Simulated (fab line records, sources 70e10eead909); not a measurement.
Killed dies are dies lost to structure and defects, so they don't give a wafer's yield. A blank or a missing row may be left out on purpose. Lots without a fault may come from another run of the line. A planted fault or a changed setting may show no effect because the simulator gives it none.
fab line records | flow nand_harc
record lots=24 wafers=72 last_day=24
route steps=1159 shown A_STAIRCASE@582
lots that met no fault: from a run of the same line without faults
start_h: hours from the record's first day to the start of the lot's first wafer shown | wait_h: hours since the lot's step before | " the same as in the row above | L1.1+2: a row that stands for several wafers | - no value, or no start given | * or withheld: withheld | < > ~ a bound
route shown NAME@n: a module of which the file shows steps, and the number in the route of the first | usual: mean/standard deviation of fault-free wafers | same: alike in all rows | chamber/n: place in a boat | sites: the reading at each site | _std_site: their standard deviation | _edge_site: outer sites' mean less inner sites' | radius_mm: how far each site lies from the wafer's centre | mask NAME#n: copy n | behind: the tool/chamber that last shaped the wafer | hold: why the lot was held/for how many hours/how that ended | device: the transistor (n, p or np) that didn't switch | end of line: the same wafers' tests at the end of the route | a step without rows: its recipe alone | killed: dies lost to structure and defects at the first sort, not the wafer's yield | map: a wafer's dies, x killed, . not, _ none there
set.NAME: the setting as run; set.NAME@STEP: as run at that earlier step | model.NAME: the simulator's own value behind a step, which no gauge read
steps of the route over a sample of lots; a table a step, a row a wafer
services: from which hour (start_h, from the record's first day; less than 0 if before it) a tool's chamber was out of use, for how many hours, and why
## steps
# step NHARC_A_STAIRCASE_ETCH_188
# recipe target_depth_a=1000 time_s=40.5 ion_energy_ev=400 c4f8_flow_sccm=20 o2_flow_sccm=10 ar_flow_sccm=withheld rf_w=600 bias_w=1000 chemistry=C4F8/O2
# usual oes_product_au=0.938/0.016 rf_vpp_V=895/4.8
# columns lot.wafer tool chamber start_h wait_h oes_product_au rf_hours_counter_h rf_vpp_V
L076.2 rie_diel-03 0 - - 0.914 6 898
L076.5 " 2 " " 0.928 - 901
L076.6 " 3 " " 0.933 - 893
L074.4 rie_diel-11 3 - - 0.938 18 895
L074.1 " 1 " " 0.938 21 900
L074.3 " 2 " " 0.948 20 892
L078.4 rie_diel-11 3 - - 0.958 20 894
L078.3 " 1 " " 0.945 22 899
L078.6 " 3 " " 0.949 - 895
L077.3 rie_diel-11 3 - - 0.933 20 895
L077.2 " 0 " " 0.959 21 890
L077.4 " 1 " " 0.936 22 899
L075.1 rie_diel-11 1 - - 0.932 24 900
L075.3 " 2 " " 0.939 23 892
L075.6 " 1 " " 0.929 - 899
L079.4 rie_diel-11 2 - - 0.948 25 892
L079.3 " 3 " " 0.958 24 891
L079.5 " 0 " " 0.958 - 890
L080.2 rie_diel-11 2 - - 0.930 28 894
L080.6 " 3 " " 0.916 - 893
L080.5 " 0 " " 0.939 - 889
L081.4 rie_diel-11 2 - - 0.927 33 891
L081.3 " 3 " " 0.927 30 892
L081.2 " 0 " " 0.940 32 889
L083.2 rie_diel-11 3 - - 0.964 33 894
L083.4 " 1 " " 0.967 37 899
L083.6 " 3 " " 0.961 - 895
L082.1 rie_diel-03 1 - - 0.936 20 891
L082.4 " 2 " " 0.956 24 899
L082.6 " 3 " " 0.944 - 892
L087.1 rie_diel-11 2 - - 0.943 43 891
L087.3 " 0 " " 0.940 41 889
L087.5 " 2 " " 0.955 - 892
L084.2 rie_diel-03 1 - - 0.919 30 892
L084.1 " 2 " " 0.932 32 900
L084.3 " 0 " " 0.921 28 896
L085.3 rie_diel-11 3 - - 0.926 42 894
L085.6 " 0 " " 0.930 - 891
L085.5 " 1 " " 0.917 - 899
L086.4 rie_diel-02 0 - - 0.926 66 901
L086.1 " 2 " " 0.930 59 886
L086.3 " 3 " " 0.917 65 901
L090.4 rie_diel-11 0 - - 0.928 48 889
L090.1 " 2 " " 0.928 49 892
L090.5 " 0 " " 0.936 - 890
L089.4 rie_diel-03 3 - - 0.927 40 888
L089.1 " 2 " " 0.943 41 899
L089.5 " 3 " " 0.931 - 890
L091.1 rie_diel-02 2 - - 0.974 0 907
L091.3 " 3 " " 0.946 0 902
L091.6 " 3 " " 0.949 - 901
L088.1 rie_diel-03 2 - - 0.968 43 901
L088.2 " 3 " " 0.942 41 890
L088.3 " 0 " " 0.925 36 896
L092.3 rie_diel-11 0 - - 0.957 53 890
L092.1 " 3 " " 0.957 52 894
L092.6 " 1 " " 0.952 - 899
L093.1 rie_diel-11 1 - - 0.926 57 900
L093.3 " 3 " " 0.935 53 894
L093.6 " 1 " " 0.921 - 900
L094.1 rie_diel-03 3 - - 0.939 47 890
L094.2 " 0 " " 0.938 43 897
L094.4 " 1 " " 0.928 46 890
L095.1 rie_diel-02 3 - - 0.934 9 902
L095.4 " 0 " " 0.923 10 900
L095.5 " 2 " " 0.934 - 905
L097.3 rie_diel-03 1 - - 0.925 53 891
L097.2 " 3 " " 0.919 54 890
L097.6 " 3 " " 0.931 - 892
L096.1 rie_diel-02 2 - - 0.948 14 905
L096.2 " 3 " " 0.935 13 902
L096.6 " 1 " " 0.953 - 888
# step NHARC_A_STAIRCASE_ETCH_190
# recipe target_depth_a=1000 time_s=40.5 ion_energy_ev=400 c4f8_flow_sccm=20 o2_flow_sccm=10 ar_flow_sccm=withheld rf_w=600 bias_w=1000 chemistry=C4F8/O2
# usual oes_product_au=0.942/0.013 rf_vpp_V=895/4.9
# columns lot.wafer tool chamber start_h wait_h oes_product_au rf_hours_counter_h rf_vpp_V
L076.2 rie_diel-03 3 - - 0.938 8 893
L076.6 " 2 " " 0.942 - 901
L076.5 " 3 " " 0.930 - 891
L074.3 rie_diel-11 1 - - 0.924 21 900
L074.4 " 3 " " 0.951 19 893
L074.1 " 0 " " 0.965 20 890
L078.4 rie_diel-11 2 - - 0.946 21 893
L078.3 " 3 " " 0.932 20 894
L078.6 " 2 " " 0.936 - 891
L077.4 rie_diel-11 2 - - 0.938 21 892
L077.2 " 3 " " 0.938 20 893
L077.3 " 0 " " 0.951 21 891
L075.1 rie_diel-11 1 - - 0.935 24 899
L075.3 " 0 " " 0.958 23 891
L075.6 " 1 " " 0.947 - 899
L079.3 rie_diel-11 2 - - 0.950 26 891
L079.4 " 0 " " 0.968 25 890
L079.5 " 2 " " 0.953 - 891
L080.2 rie_diel-11 3 - - 0.937 27 895
L080.6 " 3 " " 0.949 - 894
L080.5 " 0 " " 0.943 - 890
L081.4 rie_diel-11 1 - - 0.949 34 899
L081.2 " 2 " " 0.966 33 892
L081.3 " 3 " " 0.957 30 893
L083.4 rie_diel-11 2 - - 0.941 36 893
L083.2 " 0 " " 0.960 35 891
L083.6 " 2 " " 0.952 - 892
L082.4 rie_diel-03 2 - - 0.947 24 899
L082.1 " 3 " " 0.950 23 891
L082.6 " 3 " " 0.947 - 893
L087.1 rie_diel-11 2 - - 0.938 43 893
L087.3 " 3 " " 0.946 39 894
L087.5 " 0 " " 0.952 - 889
L084.3 rie_diel-03 1 - - 0.914 30 894
L084.1 " 2 " " 0.928 33 899
L084.2 " 3 " " 0.923 32 892
L085.3 rie_diel-11 2 - - 0.938 44 892
L085.6 " 3 " " 0.943 - 894
L085.5 " 0 " " 0.948 - 891
L086.1 rie_diel-02 3 - - 0.927 65 903
L086.3 " 0 " " 0.936 66 900
L086.4 " 2 " " 0.942 59 886
L090.1 rie_diel-11 3 - - 0.928 47 894
L090.4 " 2 " " 0.942 50 891
L090.5 " 0 " " 0.936 - 889
L089.4 rie_diel-03 0 - - 0.941 35 898
L089.1 " 2 " " 0.947 42 900
L089.5 " 3 " " 0.945 - 890
L091.1 rie_diel-02 1 - - 0.947 0 887
L091.3 " 2 " " 0.958 0 905
L091.6 " 2 " " 0.957 - 905
L088.1 rie_diel-03 3 - - 0.948 41 890
L088.3 " 1 " " 0.944 39 892
L088.2 " 2 " " 0.966 43 900
L092.3 rie_diel-11 1 - - 0.939 57 898
L092.1 " 2 " " 0.940 56 892
L092.6 " 1 " " 0.942 - 899
L093.3 rie_diel-11 3 - - 0.948 53 893
L093.1 " 0 " " 0.968 54 890
L093.6 " 3 " " 0.947 - 893
L094.1 rie_diel-03 0 - - 0.943 43 896
L094.4 " 2 " " 0.950 49 900
L094.2 " 3 " " 0.952 47 890
L095.1 rie_diel-02 2 - - 0.951 10 907
L095.4 " 3 " " 0.935 9 901
L095.5 " 2 " " 0.944 - 906
L097.2 rie_diel-03 1 - - 0.927 53 892
L097.3 " 3 " " 0.919 54 889
L097.6 " 3 " " 0.932 - 890
L096.1 rie_diel-02 1 - - 0.947 16 888
L096.2 " 2 " " 0.951 14 906
L096.6 " 1 " " 0.949 - 886
# step NHARC_A_STAIRCASE_TRIM_198
# recipe time_s=211.2 o2_flow_sccm=500 ar_flow_sccm=0 bias_w=0 chemistry=O2
# usual drypump_motor_current_A=5.8/0.47 oes_product_au=0.997/0.012 rf_vpp_V=57.7/0.96 showerhead_plenum_p_Torr=3.49/0.14 throttle_valve_pct=17.037/0.0089
# columns lot.wafer tool chamber start_h wait_h drypump_motor_current_A oes_product_au rf_hours_counter_h rf_vpp_V showerhead_plenum_p_Torr throttle_valve_pct
L076.2 rie_diel-02 1 - - 5.4 0.988 38 57.0 3.31 17.035
L076.5 " 1 " " 5.4 0.990 - 59.6 3.31 17.051
L076.6 " 2 " " 6.5 1.001 - 56.8 3.28 17.040
L074.1 rie_diel-03 2 - - 5.8 1.009 10 57.9 3.65 17.020
L074.3 " 0 " " 5.7 0.987 7 57.2 3.57 17.033
L074.4 " 1 " " 5.3 0.983 9 57.5 3.41 17.050
L078.3 rie_diel-02 3 - - 6.7 0.992 40 58.1 3.71 17.043
L078.4 " 0 " " 5.4 0.988 42 58.0 3.67 17.035
L078.6 " 2 " " 6.4 1.008 - 57.2 3.28 17.032
L077.4 rie_diel-03 3 - - 5.2 0.993 9 57.0 3.40 17.048
L077.3 " 0 " " 5.7 0.984 8 57.7 3.57 17.030
L077.2 " 1 " " 5.3 0.970 10 57.7 3.41 17.024
L075.1 rie_diel-11 0 - - 6.1 1.005 23 57.2 3.37 17.027
L075.3 " 1 " " 5.7 0.994 25 57.7 3.63 17.041
L075.6 " 2 " " 6.4 1.003 - 56.4 3.42 17.033
L079.3 rie_diel-11 1 - - 5.7 1.000 27 58.5 3.63 17.039
L079.4 " 2 " " 6.4 1.000 26 57.7 3.42 17.052
L079.5 " 1 " " 5.7 0.993 - 58.6 3.63 17.049
L080.2 rie_diel-11 1 - - 5.7 0.999 29 59.2 3.63 17.029
L080.5 " 1 " " 5.7 1.001 - 57.7 3.63 17.031
L080.6 " 2 " " 6.4 1.014 - 57.9 3.42 17.013
L081.3 rie_diel-11 3 - - 6.1 1.002 31 58.8 3.46 17.041
L081.2 " 1 " " 5.7 1.004 35 57.9 3.63 17.038
L081.4 " 2 " " 6.4 1.007 34 59.1 3.41 17.037
L083.4 rie_diel-11 3 - - 6.0 0.997 33 57.6 3.46 17.033
L083.2 " 0 " " 6.1 1.007 35 57.3 3.36 17.042
L083.6 " 1 " " 5.7 0.991 - 58.8 3.62 17.047
L082.1 rie_diel-03 2 - - 5.8 0.995 24 59.2 3.64 17.039
L082.4 " 2 " " 5.7 1.010 - 56.3 3.64 17.023
L082.6 " 1 " " 5.3 0.983 - 58.4 3.40 17.045
L087.1 rie_diel-03 2 - - 5.8 1.019 33 58.2 3.63 17.032
L087.3 " 0 " " 5.7 0.982 29 59.5 3.56 17.044
L087.5 " 1 " " 5.3 0.991 - 55.7 3.40 17.046
L084.3 rie_diel-02 2 - - 6.5 1.006 58 59.4 3.26 17.030
L084.2 " 3 " " 6.7 0.990 64 58.5 3.70 17.054
L084.1 " 1 " " 5.4 0.975 61 57.6 3.29 17.036
L085.3 rie_diel-11 2 - - 6.4 1.003 45 57.3 3.41 17.044
L085.6 " 1 " " 5.7 0.996 - 56.6 3.62 17.045
L085.5 " 2 " " 6.4 0.999 - 57.0 3.41 17.026
L086.1 rie_diel-02 2 - - 6.5 1.009 59 57.3 3.26 17.042
L086.3 " 3 " " 6.7 0.994 66 59.3 3.70 17.032
L086.4 " 0 " " 5.4 0.985 67 58.7 3.66 17.046
L090.1 rie_diel-11 1 - - 5.7 0.985 51 58.4 3.62 17.032
L090.4 " 3 " " 6.0 1.003 47 58.1 3.45 17.053
L090.5 " 2 " " 6.4 0.999 - 56.5 3.40 17.029
L089.4 rie_diel-03 1 - - 5.3 0.986 38 56.8 3.39 17.038
L089.1 " 2 " " 5.8 1.009 42 57.4 3.63 17.029
L089.5 " 2 " " 5.8 1.012 - 58.2 3.63 17.028
L091.3 rie_diel-03 1 - - 5.3 0.978 39 57.0 3.39 17.039
L091.1 " 3 " " 5.2 0.991 42 57.0 3.39 17.033
L091.6 " 0 " " 5.7 0.984 - 56.1 3.55 17.038
L088.3 rie_diel-02 3 - - 6.7 1.006 1 59.8 3.70 17.015
L088.2 " 0 " " 5.4 1.001 1 58.7 3.65 17.019
L088.1 " 1 " " 5.4 1.000 1 57.6 3.29 17.031
L092.1 rie_diel-11 2 - - 6.4 1.001 56 58.1 3.40 17.041
L092.3 " 3 " " 6.0 1.009 53 58.1 3.45 17.047
L092.6 " 0 " " 6.0 1.014 - 58.3 3.35 17.031
L093.1 rie_diel-02 2 - - 6.5 1.007 6 59.3 3.80 17.049
L093.3 " 3 " " 6.7 1.002 6 57.9 3.69 17.034
L093.6 " 0 " " 5.4 0.983 - 57.1 3.65 17.036
L094.4 rie_diel-03 1 - - 5.3 0.976 46 56.7 3.39 17.039
L094.2 " 2 " " 5.7 1.008 50 58.7 3.62 17.042
L094.1 " 0 " " 5.7 0.986 43 57.0 3.55 17.038
L095.4 rie_diel-02 0 - - 5.4 0.989 10 56.8 3.65 17.038
L095.1 " 2 " " 6.5 1.018 10 59.0 3.80 17.051
L095.5 " 3 " " 6.7 1.009 - 57.5 3.69 17.025
L097.2 rie_diel-03 3 - - 5.2 0.986 54 56.6 3.38 17.046
L097.3 " 0 " " 5.7 1.001 49 57.4 3.54 17.038
L097.6 " 1 " " 5.3 0.975 - 57.2 3.38 17.030
L096.1 rie_diel-11 2 - - 6.4 1.000 0 56.6 3.40 17.028
L096.2 " 0 " " 6.0 1.009 0 58.1 3.35 17.039
L096.6 " 1 " " 5.7 0.995 - 57.8 3.61 17.039
# step NHARC_A_STAIRCASE_TRIM_229
# recipe time_s=211.2 o2_flow_sccm=500 ar_flow_sccm=0 bias_w=0 chemistry=O2
# usual drypump_motor_current_A=5.9/0.46 oes_product_au=0.999/0.012 rf_vpp_V=57.7/0.93 showerhead_plenum_p_Torr=3.51/0.15 throttle_valve_pct=17.036/0.0087
# columns lot.wafer tool chamber start_h wait_h drypump_motor_current_A oes_product_au rf_hours_counter_h rf_vpp_V showerhead_plenum_p_Torr throttle_valve_pct
L076.2 rie_diel-03 1 258.72 0.1 5.3 0.978 11 56.4 3.41 17.031
L076.6 " 2 " " 5.7 1.014 - 58.1 3.64 17.032
L076.5 " 3 " " 5.2 1.000 - 58.2 3.40 17.028
L074.4 rie_diel-03 1 258.93 0.1 5.3 0.978 11 57.0 3.41 17.042
L074.1 " 2 " " 5.8 1.005 12 57.9 3.64 17.027
L074.3 " 3 " " 5.2 1.001 10 58.2 3.40 17.032
L077.3 rie_diel-11 3 261.05 0.1 6.1 1.003 23 57.1 3.47 17.039
L077.2 " 0 " " 6.1 1.021 24 57.3 3.37 17.040
L077.4 " 1 " " 5.7 0.988 25 58.7 3.63 17.043
L078.3 rie_diel-02 3 261.26 0.2 6.7 0.986 - 56.0 3.71 17.043
L078.4 " 0 " " 5.4 0.984 - 58.4 3.67 17.037
L078.6 " 3 " " 6.7 0.999 - 58.0 3.71 17.037
L075.3 rie_diel-03 2 265.08 0.1 5.7 1.013 13 58.6 3.64 17.039
L075.1 " 3 " " 5.2 0.993 12 57.7 3.40 17.049
L075.6 " 2 " " 5.8 1.015 - 58.8 3.64 17.033
L079.4 rie_diel-11 1 270.63 0.1 5.7 0.985 28 57.9 3.63 17.036
L079.3 " 2 " " 6.4 0.987 28 56.8 3.42 17.020
L079.5 " 0 " " 6.1 1.008 - 55.9 3.37 17.034
L080.2 rie_diel-02 0 277.09 0.1 5.4 0.993 49 58.2 3.67 17.017
L080.6 " 3 " " 6.7 0.997 - 58.7 3.71 17.028
L080.5 " 0 " " 5.4 0.982 - 57.2 3.67 17.032
L081.2 rie_diel-11 0 290.54 0.1 6.2 1.001 33 57.3 3.36 17.048
L081.3 " 2 " " 6.4 0.998 34 58.1 3.41 17.040
L081.4 " 3 " " 6.0 0.999 32 57.6 3.46 17.048
L083.2 rie_diel-02 0 300.76 0.1 5.4 0.978 59 56.6 3.66 17.044
L083.4 " 2 " " 6.5 1.004 48 56.2 3.27 17.038
L083.6 " 3 " " 6.7 0.996 - 57.6 3.70 17.040
L082.4 rie_diel-11 0 301.55 0.1 6.1 1.012 36 57.3 3.36 17.039
L082.1 " 2 " " 6.4 1.007 37 58.4 3.41 17.031
L082.6 " 0 " " 6.1 1.017 - 56.1 3.36 17.041
L087.3 rie_diel-02 0 327.96 0.1 5.4 0.980 67 58.7 3.66 17.034
L087.1 " 2 " " 6.4 1.010 59 58.2 3.26 17.038
L087.5 " 3 " " 6.7 1.002 - 59.6 3.70 17.032
L084.2 rie_diel-03 1 328.31 0.1 5.3 0.987 33 57.7 3.39 17.031
L084.1 " 3 " " 5.2 0.998 34 58.8 3.39 17.036
L084.3 " 0 " " 5.7 0.983 31 56.6 3.55 17.033
L085.3 rie_diel-11 1 331.19 0.2 5.7 0.997 48 59.5 3.62 17.032
L085.5 " 2 " " 6.4 0.996 - 59.2 3.41 17.032
L085.6 " 3 " " 6.0 1.001 - 58.2 3.46 17.036
L086.3 rie_diel-11 1 332.40 0.2 5.7 0.984 49 58.6 3.62 17.044
L086.4 " 2 " " 6.4 1.000 48 58.2 3.41 17.024
L086.1 " 0 " " 6.1 1.014 46 56.9 3.36 17.029
L090.1 rie_diel-03 1 340.64 0.1 5.3 0.972 40 57.9 3.39 17.029
L090.4 " 2 " " 5.8 1.004 43 56.6 3.63 17.027
L090.5 " 1 " " 5.3 0.976 - 56.7 3.39 17.023
L089.1 rie_diel-02 1 341.98 0.1 5.4 0.993 1 57.3 3.29 17.028
L089.4 " 2 " " 6.5 1.012 1 58.9 3.81 17.061
L089.5 " 1 " " 5.4 0.996 - 57.4 3.29 17.038
L091.3 rie_diel-11 3 343.74 0.1 6.1 1.008 50 57.6 3.45 17.020
L091.1 " 1 " " 5.7 0.999 54 59.0 3.61 17.027
L091.6 " 0 " " 6.1 1.017 - 58.3 3.35 17.048
L088.3 rie_diel-02 0 343.79 0.1 5.4 0.996 2 58.8 3.65 17.045
L088.1 " 2 " " 6.5 1.009 2 58.7 3.81 17.049
L088.2 " 3 " " 6.7 1.006 2 58.0 3.70 17.052
L092.3 rie_diel-11 1 355.55 0.1 5.7 1.007 59 57.4 3.61 17.050
L092.1 " 3 " " 6.1 1.011 55 56.8 3.45 17.025
L092.6 " 2 " " 6.4 1.013 - 58.7 3.40 17.044
L093.3 rie_diel-11 0 358.83 0.1 6.1 1.015 57 57.1 3.35 17.024
L093.1 " 3 " " 6.0 0.998 56 57.9 3.45 17.022
L093.6 " 0 " " 6.2 1.007 - 57.7 3.35 17.037
L094.1 rie_diel-11 3 361.09 0.1 6.0 1.007 57 56.5 3.45 17.038
L094.2 " 0 " " 6.0 1.010 58 57.2 3.35 17.031
L094.4 " 1 " " 5.7 0.994 61 58.3 3.61 17.027
L095.1 rie_diel-02 0 368.99 0.1 5.4 0.988 12 56.1 3.65 17.038
L095.4 " 1 " " 5.4 1.014 13 56.9 3.29 17.031
L095.5 " 2 " " 6.4 1.011 - 58.8 3.80 17.056
L097.3 rie_diel-02 2 376.56 0.1 6.4 1.014 15 59.0 3.80 17.048
L097.2 " 0 " " 5.4 1.007 15 57.5 3.65 17.039
L097.6 " 2 " " 6.5 1.011 - 59.3 3.80 17.043
L096.2 rie_diel-11 0 379.96 0.1 6.2 1.009 1 57.7 3.35 17.031
L096.1 " 1 " " 5.7 0.994 1 59.1 3.61 17.053
L096.6 " 2 " " 6.4 1.007 - 58.1 3.40 17.048
# step NHARC_A_STAIRCASE_HM_OPEN_460
# recipe o2_flow_sccm=400 cos_flow_sccm=20 ar_flow_sccm=0 rf_w=500 bias_w=300 chemistry=O2/COS
# usual drypump_motor_current_A=5.9/0.47 oes_product_au=0.997/0.011 rf_vpp_V=466.5/2.9 showerhead_plenum_p_Torr=3.09/0.13 throttle_valve_pct=28.331/0.01
# columns lot.wafer tool chamber start_h wait_h drypump_motor_current_A oes_product_au rf_hours_counter_h rf_vpp_V showerhead_plenum_p_Torr throttle_valve_pct
L076.2 rie_diel-02 2 - - 6.4 1.000 39 463.3 2.89 28.346
L076.5 " 2 " " 6.4 1.000 - 460.7 2.89 28.318
L076.6 " 3 " " 6.7 0.995 - 470.6 3.29 28.333
L074.4 rie_diel-02 3 - - 6.7 0.992 43 471.6 3.29 28.317
L074.3 " 0 " " 5.4 0.993 45 470.2 3.25 28.357
L074.1 " 1 " " 5.4 0.982 40 462.7 2.92 28.337
L077.2 rie_diel-11 3 - - 6.0 0.993 26 466.7 3.07 28.332
L077.3 " 0 " " 6.1 1.013 26 461.8 2.98 28.342
L077.4 " 2 " " 6.4 1.014 27 465.2 3.02 28.338
L078.4 rie_diel-02 3 - - 6.7 0.987 45 470.1 3.28 28.316
L078.3 " 1 " " 5.4 0.980 42 462.6 2.92 28.335
L078.6 " 3 " " 6.7 0.990 - 470.9 3.28 28.321
L075.3 rie_diel-03 2 - - 5.8 1.013 16 470.1 3.22 28.338
L075.1 " 3 " " 5.2 0.992 15 464.2 3.01 28.336
L075.6 " 1 " " 5.3 0.973 - 463.6 3.01 28.319
L079.3 rie_diel-03 3 - - 5.2 1.004 16 464.8 3.01 28.327
L079.4 " 1 " " 5.3 0.985 15 463.9 3.01 28.330
L079.5 " 0 " " 5.7 0.983 - 468.1 3.15 28.320
L080.2 rie_diel-11 2 - - 6.4 1.003 32 465.1 3.02 28.318
L080.6 " 1 " " 5.7 0.995 - 469.5 3.21 28.329
L080.5 " 2 " " 6.5 1.010 - 465.0 3.02 28.324
L081.3 rie_diel-02 1 - - 5.4 0.991 52 463.5 2.92 28.341
L081.2 " 2 " " 6.5 1.005 48 462.0 2.89 28.338
L081.4 " 3 " " 6.7 0.996 56 469.6 3.28 28.307
L083.2 rie_diel-11 3 - - 6.0 1.012 36 465.8 3.06 28.330
L083.4 " 0 " " 6.1 1.015 37 464.6 2.97 28.333
L083.6 " 3 " " 6.0 1.006 - 465.9 3.06 28.334
L082.4 rie_diel-03 3 - - 5.2 0.989 25 465.1 3.00 28.338
L082.1 " 0 " " 5.7 0.979 21 467.2 3.15 28.334
L082.6 " 2 " " 5.8 1.014 - 469.1 3.22 28.334
L087.3 rie_diel-11 1 - - 5.7 0.984 51 469.7 3.20 28.321
L087.1 " 2 " " 6.4 1.000 50 465.9 3.01 28.329
L087.5 " 2 " " 6.4 0.994 - 466.3 3.01 28.320
L084.2 rie_diel-11 0 - - 6.1 1.004 49 463.6 2.97 28.334
L084.3 " 2 " " 6.4 0.992 51 466.2 3.01 28.324
L084.1 " 3 " " 6.0 0.999 48 466.0 3.06 28.340
L085.3 rie_diel-11 1 - - 5.6 0.984 53 467.5 3.20 28.321
L085.5 " 0 " " 6.1 0.999 - 462.8 2.97 28.329
L085.6 " 1 " " 5.7 0.990 - 470.5 3.20 28.332
L086.3 rie_diel-03 3 - - 5.2 0.992 43 465.2 2.99 28.324
L086.4 " 1 " " 5.3 0.973 40 463.7 3.00 28.332
L086.1 " 2 " " 5.7 1.007 44 467.7 3.21 28.319
L090.4 rie_diel-02 1 - - 5.4 0.995 4 462.2 2.91 28.339
L090.1 " 0 " " 5.4 0.991 4 469.1 3.23 28.340
L090.5 " 2 " " 6.5 1.004 - 472.7 3.37 28.312
L089.4 rie_diel-03 0 - - 5.7 0.979 41 467.1 3.14 28.337
L089.1 " 1 " " 5.3 0.988 45 462.8 3.00 28.334
L089.5 " 3 " " 5.2 0.978 - 465.5 2.99 28.321
L088.2 rie_diel-02 2 - - 6.4 1.002 6 472.5 3.37 28.319
L088.1 " 3 " " 6.7 1.004 5 470.7 3.27 28.310
L088.3 " 0 " " 5.4 0.993 6 470.2 3.23 28.332
L091.3 rie_diel-11 3 - - 6.0 0.993 53 466.0 3.05 28.343
L091.1 " 2 " " 6.5 0.989 57 465.5 3.01 28.326
L091.6 " 0 " " 6.1 1.001 - 463.9 2.96 28.344
L092.1 rie_diel-11 3 - - 6.0 1.005 58 465.6 3.05 28.321
L092.3 " 2 " " 6.5 1.010 61 463.5 3.01 28.338
L092.6 " 0 " " 6.1 1.000 - 463.3 2.96 28.330
L093.1 rie_diel-11 0 - - 6.1 1.016 59 463.8 2.96 28.336
L093.3 " 1 " " 5.7 1.003 63 468.2 3.19 28.327
L093.6 " 0 " " 6.0 1.005 - 464.3 2.96 28.337
L094.2 rie_diel-03 1 - - 5.3 0.983 52 465.2 2.99 28.342
L094.1 " 2 " " 5.8 1.013 56 469.3 3.20 28.334
L094.4 " 3 " " 5.2 0.982 52 465.0 2.99 28.324
L095.4 rie_diel-03 2 - - 5.8 1.022 58 467.8 3.20 28.333
L095.1 " 0 " " 5.7 1.001 50 468.4 3.14 28.313
L095.5 " 3 " " 5.2 0.983 - 464.5 2.99 28.307
L097.2 rie_diel-03 1 - - 5.3 0.991 58 465.0 2.99 28.328
L097.3 " 2 " " 5.8 1.015 61 470.5 3.20 28.325
L097.6 " 3 " " 5.2 0.992 - 463.3 2.99 28.335
L096.2 rie_diel-02 3 - - 6.7 1.008 19 470.7 3.26 28.343
L096.1 " 1 " " 5.4 1.001 21 462.9 2.90 28.338
L096.6 " 3 " " 6.7 1.003 - 470.1 3.26 28.330
# step NHARC_A_STAIRCASE_ETCH_294
# recipe target_depth_a=49920 time_s=1212.4 ion_energy_ev=800 c4f8_flow_sccm=80 o2_flow_sccm=60 ar_flow_sccm=withheld rf_w=600 bias_w=3000 chemistry=C4F8/O2/Ar
# usual oes_product_au=0.934/0.015 rf_vpp_V=1825/11
# columns lot.wafer tool chamber start_h wait_h oes_product_au rf_hours_counter_h rf_vpp_V
L076.2 rie_diel-02 0 - - 0.921 45 1838
L076.5 " 0 " " 0.914 - 1837
L076.6 " 1 " " 0.914 - 1809
L074.1 rie_diel-02 3 - - 0.928 44 1842
L074.4 " 1 " " 0.925 41 1808
L074.3 " 2 " " 0.929 39 1808
L077.3 rie_diel-11 3 - - 0.930 26 1822
L077.2 " 0 " " 0.947 27 1815
L077.4 " 1 " " 0.946 28 1834
L078.3 rie_diel-02 1 - - 0.911 42 1810
L078.4 " 3 " " 0.921 45 1838
L078.6 " 0 " " 0.917 - 1839
L075.1 rie_diel-03 3 - - 0.943 15 1817
L075.3 " 1 " " 0.910 14 1815
L075.6 " 3 " " 0.943 - 1815
L079.3 rie_diel-03 0 - - 0.920 14 1829
L079.4 " 2 " " 0.951 18 1834
L079.5 " 1 " " 0.927 - 1818
L080.2 rie_diel-11 2 - - 0.949 32 1818
L080.6 " 1 " " 0.956 - 1834
L080.5 " 2 " " 0.946 - 1819
L081.2 rie_diel-02 3 - - 0.928 56 1840
L081.3 " 1 " " 0.926 52 1809
L081.4 " 2 " " 0.934 48 1807
L083.4 rie_diel-11 3 - - 0.945 36 1820
L083.2 " 1 " " 0.948 39 1835
L083.6 " 2 " " 0.951 - 1818
L082.4 rie_diel-03 2 - - 0.946 26 1835
L082.1 " 3 " " 0.941 26 1819
L082.6 " 3 " " 0.945 - 1818
L087.1 rie_diel-11 1 - - 0.924 51 1834
L087.3 " 2 " " 0.930 50 1819
L087.5 " 1 " " 0.921 - 1835
L084.3 rie_diel-11 3 - - 0.963 48 1821
L084.2 " 0 " " 0.962 50 1813
L084.1 " 1 " " 0.945 52 1833
L085.3 rie_diel-11 0 - - 0.948 50 1813
L085.6 " 2 " " 0.939 - 1819
L085.5 " 3 " " 0.942 - 1821
L086.3 rie_diel-03 1 - - 0.912 41 1817
L086.1 " 3 " " 0.939 43 1816
L086.4 " 0 " " 0.923 38 1829
L090.4 rie_diel-02 3 - - 0.935 3 1840
L090.1 " 0 " " 0.925 4 1835
L090.5 " 3 " " 0.944 - 1840
L089.1 rie_diel-03 0 - - 0.915 42 1829
L089.4 " 2 " " 0.937 49 1833
L089.5 " 0 " " 0.926 - 1828
L088.3 rie_diel-02 0 - - 0.922 6 1836
L088.1 " 1 " " 0.924 6 1809
L088.2 " 3 " " 0.938 6 1840
L091.3 rie_diel-11 0 - - 0.955 55 1812
L091.1 " 1 " " 0.940 58 1835
L091.6 " 3 " " 0.942 - 1820
L092.1 rie_diel-11 2 - - 0.959 62 1816
L092.3 " 3 " " 0.940 58 1821
L092.6 " 1 " " 0.939 - 1832
L093.3 rie_diel-11 2 - - 0.955 62 1817
L093.1 " 3 " " 0.946 58 1822
L093.6 " 2 " " 0.954 - 1817
L094.4 rie_diel-03 2 - - 0.948 56 1833
L094.2 " 3 " " 0.909 53 1814
L094.1 " 1 " " 0.913 52 1816
L095.4 rie_diel-03 0 - - 0.927 51 1828
L095.1 " 2 " " 0.935 58 1834
L095.5 " 0 " " 0.921 - 1827
L097.3 rie_diel-03 1 - - 0.908 59 1816
L097.2 " 3 " " 0.906 61 1816
L097.6 " 2 " " 0.928 - 1834
L096.1 rie_diel-02 0 - - 0.916 20 1835
L096.2 " 1 " " 0.929 21 1808
L096.6 " 0 " " 0.926 - 1836
## services
# columns tool chamber start_h hours kind
rie_diel-03 0 231.06 2.7 repair
rie_diel-11 0 247.53 - clean
rie_diel-11 1 247.53 - clean
rie_diel-11 2 247.53 - clean
rie_diel-11 3 247.53 - clean
rie_diel-02 1 257.50 4.1 repair
rie_diel-02 2 258.44 3.6 repair
rie_diel-11 0 272.03 - clean
rie_diel-11 1 272.03 - clean
rie_diel-11 2 272.03 - clean
rie_diel-11 3 272.03 - clean
rie_diel-11 3 277.80 4.9 repair
rie_diel-02 2 280.39 2.5 repair
rie_diel-11 0 296.60 - clean
rie_diel-11 1 296.60 - clean
rie_diel-11 2 296.60 - clean
rie_diel-11 3 296.60 - clean
rie_diel-02 2 304.28 2.5 repair
rie_diel-02 - 319.51 0.7 repair
rie_diel-11 0 321.14 - clean
rie_diel-11 1 321.14 - clean
rie_diel-02 - 328.07 9.0 pm
rie_diel-11 - 366.63 9.0 pm
rie_diel-02 - 378.95 0.4 repair
## key
fault none
